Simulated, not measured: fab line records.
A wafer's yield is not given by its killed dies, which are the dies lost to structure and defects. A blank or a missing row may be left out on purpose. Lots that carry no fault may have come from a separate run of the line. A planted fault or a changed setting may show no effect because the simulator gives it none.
Comparing a struck lot with a sound one    flow nand-harc    14 out of 1302 route steps
Sound: wafers L699.2, L699.3, L699.4. Wafers L710.4, L710.5, L710.6 were the ones struck. The cause is given at the end.
Order at every step that has rows: each side's tool, ch and its chambers, its first start. Under that, the readings that differ: sound wafers    struck wafers    difference of the means    sigmas: that difference in standard deviations of wafers without a fault.
alike: readings whose means differ by less than 2 such deviations, and words and numbers that are the same on both sides. not compared: withheld readings, readings that some wafer has no value for, bounds like >300 that may hide the same value, and numbers for which the record gives no deviation and whose values overlap.
The two part at a step that has a row with sigmas, a row that says differs or no value, or rows on one side only. Non-overlapping numbers with no deviation appear without sigmas and do not part them. A reading that every wafer of one side lacks parts them only if that side has two wafers or more.

NHARC_A_CHANNEL_HOLE_D1_ETCH_19: etches the open film in C4F8/O2/Ar, time 34.5 s.
  sound on har-etch-01 ch 0,1, day 9 20:53; struck on har-etch-01 ch 0,1, day 14 19:48
  alike: drypump-motor-current-A, mfc-ar-sccm, showerhead-plenum-p-Torr, throttle-valve-pct
  not compared: rf-hours-counter-h
then, 1 step without rows for these wafers: NHARC_A_CHANNEL_HOLE_D1_ETCH_20 (etches the open film in C4F8/O2/Ar, time 361.9 s, target depth 1600 nm).
NHARC_A_CHANNEL_HOLE_D1_ETCH_21: etches the open film in C4F8/O2/Ar, time 514.3 s, target depth 1600 nm.
  sound on har-etch-01 ch 0,1, day 9 21:18; struck on har-etch-01 ch 0,1, day 14 20:23
  alike: drypump-motor-current-A, mfc-ar-sccm, showerhead-plenum-p-Torr, throttle-valve-pct
  not compared: rf-hours-counter-h
NHARC_A_CHANNEL_HOLE_D1_ETCH_22: etches the open film in C4F8/O2/Ar, time 666.7 s, target depth 1600 nm.
  sound on har-etch-01 ch 0,1, day 9 21:44; struck on har-etch-01 ch 0,1, day 14 20:53
  alike: drypump-motor-current-A, mfc-ar-sccm, showerhead-plenum-p-Torr, throttle-valve-pct
  not compared: rf-hours-counter-h
NHARC_A_CHANNEL_HOLE_D1_ETCH_23: etches the open film in C4F8/O2/Ar, time 819 s, target depth 1600 nm.
  sound on har-etch-01 ch 0,1, day 9 22:18; struck on har-etch-01 ch 0,1, day 14 21:31
  alike: drypump-motor-current-A, mfc-ar-sccm, showerhead-plenum-p-Torr, throttle-valve-pct
  not compared: rf-hours-counter-h
then, 1 step without rows for these wafers: NHARC_A_CHANNEL_HOLE_D1_ETCH_24 (etches the open film in C4F8/O2/Ar, time 906.2 s, target depth 1500 nm).
NHARC_A_CHANNEL_HOLE_D1_ETCH_25: etches the open film in C4F8/O2/Ar, time 1040.2 s, target depth 1500 nm.
  sound on har-etch-01 ch 0,1, day 9 23:45; struck on har-etch-01 ch 0,1, day 14 23:04
  alike: drypump-motor-current-A, mfc-ar-sccm, showerhead-plenum-p-Torr, throttle-valve-pct
  not compared: rf-hours-counter-h
then, 5 steps without rows for these wafers: NHARC_A_CHANNEL_HOLE_D1_ETCH_26 (etches the open film in C4F8/O2/Ar, time 224.1 s, target depth 300 nm); NHARC_A_CHANNEL_HOLE_D1_ETCH_33 (etches the open film in C4F8/O2/Ar, time 90 s, target depth 400 nm); NHARC_A_CHANNEL_HOLE_D1_STRIP_41 (strips in N2/H2); NHARC_A_CHANNEL_HOLE_D1_STRIP_42 (strips in CF4/CHF3); NHARC_A_CHANNEL_HOLE_D1_STRIP_43 (strips in O2/COS).
NHARC_A_CHANNEL_HOLE_D1_ETCH_44: etches the open film in CF4/O2, target depth 140 nm, overetch 14 nm, time 77 s.
  sound on rie-diel-09 ch 0,1,3, day 10 01:35; struck on rie-diel-09 ch 2,3, day 15 00:28
reading                          sound                 struck                difference  sigmas
cf4-flow-sccm (sccm)             79.92 80.23 79.81     95.87 95.65 95.71     +15.76      +61
oes_f_703_au (a.u.)              1.002 0.998 1.000     0.939 0.945 0.940     -0.059      -13
oes_o_777_au (a.u.)              1.000 0.998 0.993     0.814 0.821 0.816     -0.180      -40
showerhead-plenum-p-Torr (Torr)  1.29 1.39 1.26        1.53 1.39 1.53        +0.17       +3
throttle-valve-pct (%)           13.403 13.382 13.399  14.354 14.356 14.353  +0.960      +99 or more
  alike: drypump-motor-current-A, mfc-ar-sccm, oes-product-au, rf-vpp-V
  not compared: rf-hours-counter-h
then, 1 step without rows for these wafers: NHARC_A_CHANNEL_HOLE_D1_STRIP_27 (strips in O2).

== WHERE THEY PART ==
Only at NHARC_A_CHANNEL_HOLE_D1_ETCH_44, as far as this record shows.

WHY: what the simulator had put in
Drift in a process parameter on rie-diel-09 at NHARC_A_CHANNEL_HOLE_D1_ETCH_44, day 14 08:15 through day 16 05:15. Setting cf4-flow-sccm shifted by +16 from 80. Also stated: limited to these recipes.
